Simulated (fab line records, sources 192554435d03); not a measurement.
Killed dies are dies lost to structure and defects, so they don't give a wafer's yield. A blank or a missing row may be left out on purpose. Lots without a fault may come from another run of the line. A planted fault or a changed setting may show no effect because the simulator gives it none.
Split-lot experiment | flow n5_finfet | 7 lots, 21 wafers read, on a route of 1938 steps

THE SPLIT
At N5_BEOL_M10_COAT_05 (resist thk 90 nm), the setting spin_rpm was moved away from the recipe's 1500 rpm on 7 of the 21 wafers read, by -4.8% to +8.0%. The other wafers ran this setting at the recipe's value.

FROM THE SPLIT TO THE READING: what the file shows between them, 2 steps
- N5_BEOL_M10_EBR_07
- N5_BEOL_M10_SOFTBAKE_06: time 60 s

THE READING
CAR-ArF_of_BEOL_M10_COAT_05.thk_nm (the simulator's own value, which no gauge read), in nm, at N5_BEOL_M10_DESCUM_16 (chemistry O2, time 7.9 s). The file gives no usual value for it. The 14 wafers here that ran the recipe average 83.5 nm, standard deviation 0.26 nm.

wafer  | tool, chamber at the split | spin_rpm as run, rpm | against the recipe | CAR-ArF_of_BEOL_M10_COAT_05.thk_nm, nm | against lot-mates on the recipe
L075.1 | litho_track-01, 0          | 1620                 | +8.0%              | 79.8                                   | no lot-mate on the recipe
L075.3 | litho_track-01, 0          | 1620                 | +8.0%              | 80                                     | no lot-mate on the recipe
L075.6 | litho_track-01, 0          | 1620                 | +8.0%              | 80                                     | no lot-mate on the recipe
L076.2 | litho_track-04, 0          | 1500                 | recipe             | 83.2                                   | -
L076.6 | litho_track-04, 0          | 1500                 | recipe             | 83.2                                   | -
L076.3 | litho_track-04, 0          | 1500                 | recipe             | 83                                     | -
L079.2 | litho_track-05, 0          | 1500                 | recipe             | 83.6                                   | -
L079.3 | litho_track-05, 0          | 1500                 | recipe             | 83.6                                   | -
L079.4 | litho_track-05, 0          | 1500                 | recipe             | 83.4                                   | -
L083.1 | litho_track-05, 0          | 1500                 | recipe             | 83.4                                   | -
L083.5 | litho_track-05, 0          | 1500                 | recipe             | 83.4                                   | -
L083.3 | litho_track-05, 0          | 1500                 | recipe             | 83.8                                   | -
L091.3 | litho_track-01, 0          | 1500                 | recipe             | 83.6                                   | -
L091.4 | litho_track-01, 0          | 1428                 | -4.8%              | 85.8                                   | +2.1
L091.5 | litho_track-01, 0          | 1500                 | recipe             | 83.8                                   | -
L092.4 | litho_track-04, 0          | 1583                 | +5.5%              | 81.6                                   | -2.4
L092.5 | litho_track-04, 0          | 1500                 | recipe             | 84                                     | -
L092.6 | litho_track-04, 0          | 1583                 | +5.5%              | 81.4                                   | -2.6
L094.2 | litho_track-01, 0          | 1500                 | recipe             | 83.4                                   | -
L094.3 | litho_track-01, 0          | 1569                 | +4.6%              | 81.8                                   | -1.7
L094.4 | litho_track-01, 0          | 1500                 | recipe             | 83.6                                   | -

THE FIT
A straight line over all 21 wafers: CAR-ArF_of_BEOL_M10_COAT_05.thk_nm changes by -0.431 nm for each +1% of spin_rpm; r = -0.98; the points scatter about the line by 0.27 nm.
The same after taking each lot's own level away (the mean of its wafers on the recipe; 18 wafers): -0.433 nm for each +1%; r = -0.99; scatter 0.14 nm.
On that fit, the largest move of spin_rpm shifts the reading by 3.5 nm.
The lots' own levels span 83.13 to 84.00 nm, that is 3.3 times the standard deviation above.
So the lot-to-lot level changes the slope little: the two slopes agree.
Check: with one of the wafers moved furthest among these (+5.5%) left out of the fit, the line predicts -2.38 nm for it against its lot-mates. It came out at -2.4 nm against them.

OTHER SPLITS ON THESE WAFERS
These wafers also went through other splits before the reading. Each is held against what the fit with the lots' levels taken away leaves over:
other split on the same wafers   | wafers away from the commonest value | r with CAR-ArF_of_BEOL_M10_COAT_05.thk_nm (lot level and that fit taken away)
N5_BEOL_M8_COAT_59 spin_rpm      | 9                                    | -0.34
N5_BEOL_M8_DESCUM_33 time_s      | 6                                    | +0.04
N5_BEOL_M8_TRENCH_ETCH_37 time_s | 6                                    | +0.12

THE WHOLE CHAIN: every reading that the file lists as answering this split, in the file's order
step                  | what it does             | reading                                                                             | change (the file's fit)               | r (the file's)
N5_BEOL_M10_COAT_05   | resist thk 90 nm         | CAR-ArF_of_BEOL_M10_COAT_05.thk_nm (the simulator's own value, which no gauge read) | -0.438 nm for each +1% of the setting | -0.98
N5_BEOL_M10_DESCUM_16 | chemistry O2, time 7.9 s | CAR-ArF_of_BEOL_M10_COAT_05.thk_nm (the simulator's own value, which no gauge read) | -0.424 nm for each +1% of the setting | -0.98

THE FILE'S OWN FIT
CAR-ArF_of_BEOL_M10_COAT_05.thk_nm changes by -0.424 nm for each +1% of spin_rpm, r = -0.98.
